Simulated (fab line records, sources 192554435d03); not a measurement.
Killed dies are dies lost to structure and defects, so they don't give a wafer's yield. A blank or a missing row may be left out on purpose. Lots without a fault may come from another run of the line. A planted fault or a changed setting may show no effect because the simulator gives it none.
One fault seen from 2 desks | flow n5_finfet | each desk has only its own numbers; what lay behind them comes last

THE METROLOGY DESK
What the gauges read, lot by lot, whatever tool the lot ran on: means of the sampled wafers that have a number. A lot is out of limits, marked OUT, if its mean lies more than 4 standard deviations from the usual mean; the brackets give that distance. Of its 16 readings 7 are shown: the one that was out of limits first, and those that lie furthest out on some lot.
Columns: A = trench_depth_nm at N5_BEOL_M4_OCD_MEAS_38, usual 54.8 nm; B = M4_THK at N5_BEOL_M4_THK_MEAS_53, usual 39.3 nm; C = M4_RS at N5_BEOL_M4_RS_MEAS_58, usual 0.69 ohm/sq; D = ION_P at N5_BEOL_M4_RC_MEAS_101, usual 462 uA/um; E = SERP_M4 at N5_BEOL_M4_RC_MEAS_101, usual 195 ohm/um; F = SERP_M4_max_site at N5_BEOL_M4_RC_MEAS_101, usual 209 ohm/um; G = VT_N at N5_BEOL_M4_RC_MEAS_101, usual 250 mV
lot  | first seen here | A               | B               | C               | D   | E              | F              | G
L584 | day 9 02:58     | 56.7            | 42.2            | 0.63            | 465 | 187            | 202            | 252
L590 | day 10 14:20    | 56.1            | 40.1            | 0.67            | 463 | 197            | 208            | 250
L591 | day 11 04:15    | 46.5 (-5.5) OUT | 31.3 (-4.7) OUT | 1.13 (+11) OUT  | 446 | 295 (+6.7) OUT | 320 (+6.9) OUT | 257
L594 | day 11 05:10    | 49.6            | 33.3            | 1.03 (+8.6) OUT | 454 | 250            | 280 (+4.4) OUT | 253
L595 | day 11 18:49    | 36.0 (-12) OUT  | 20.7 (-11) OUT  | 1.61 (+24) OUT  | 460 | 438 (+16) OUT  | 458 (+16) OUT  | 251
L600 | day 13 00:53    | 56.2            | 42.8            | 0.62            | 462 | 174            | 183            | 249
L599 | day 13 01:30    | 54.7            | 40.1            | 0.68            | 463 | 191            | 205            | 246
L604 | day 14 07:38    | 54.3            | 38.3            | 0.71            | 465 | 183            | 195            | 249
This desk's finding: out of limits on L591, L594, L595; first on L591, day 11 13:26 (trench_depth_nm at N5_BEOL_M4_OCD_MEAS_38). In limits: L584, L590, L600, L599, L604.

THE TOOL OWNER'S DESK: rie_diel-02
The tool's own readings at N5_BEOL_M4_TRENCH_ETCH_37 (etches SiOC in C4F6/O2, target depth 55.555 nm, time 29.2 s): means of the sampled wafers that have a number, for each lot that ran on this tool. A lot is out of limits, marked OUT, if its mean lies more than 4 standard deviations from the usual mean; the brackets give that distance.
Columns: A = drypump_motor_current_A at N5_BEOL_M4_TRENCH_ETCH_37, usual 5.7 A; B = oes_product_au at N5_BEOL_M4_TRENCH_ETCH_37, usual 0.75 a.u.; C = rf_vpp_V at N5_BEOL_M4_TRENCH_ETCH_37, usual 668 V; D = run_length_s at N5_BEOL_M4_TRENCH_ETCH_37, usual 52.6 s; E = showerhead_plenum_p_Torr at N5_BEOL_M4_TRENCH_ETCH_37, usual 2.87 Torr; F = throttle_valve_pct at N5_BEOL_M4_TRENCH_ETCH_37, usual 20.90 %
lot  | first seen here | A   | B    | C   | D               | E    | F
L584 | day 9 16:56     | 5.9 | 0.79 | 684 | 52.5            | 2.93 | 20.80
L590 | day 11 03:08    | 5.5 | 0.78 | 676 | 52.5            | 2.91 | 20.77
L591 | day 11 13:17    | 5.7 | 0.75 | 683 | 47.4 (-11) OUT  | 2.88 | 20.83
L594 | day 12 01:29    | 5.7 | 0.81 | 682 | 49.1 (-7.5) OUT | 2.93 | 20.72
L595 | day 12 09:55    | 6.1 | 0.86 | 682 | 41.6 (-23) OUT  | 3.01 | 20.70
This desk's finding: out of limits on L591, L594, L595; first on L591, day 11 13:17 (run_length_s at N5_BEOL_M4_TRENCH_ETCH_37). In limits: L584, L590.

PUT TOGETHER
The tool owner's desk could have raised an alarm at day 11 13:17, on L591, L594, L595.
The metrology desk could have raised an alarm at day 11 13:26, on L591, L594, L595.
Of the lots named, all ran N5_BEOL_M4_TRENCH_ETCH_37 on rie_diel-02.

WHAT THE SIMULATOR HAD PUT IN
Process parameter drift: rie_diel-02, from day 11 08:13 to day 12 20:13, at N5_BEOL_M4_TRENCH_ETCH_37. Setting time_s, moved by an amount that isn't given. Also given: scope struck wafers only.
Lots struck among those shown: L591, L594, L595.
Hours from the fault's start to each desk's first reading out of limits: the tool owner's desk, 5; the metrology desk, 5.
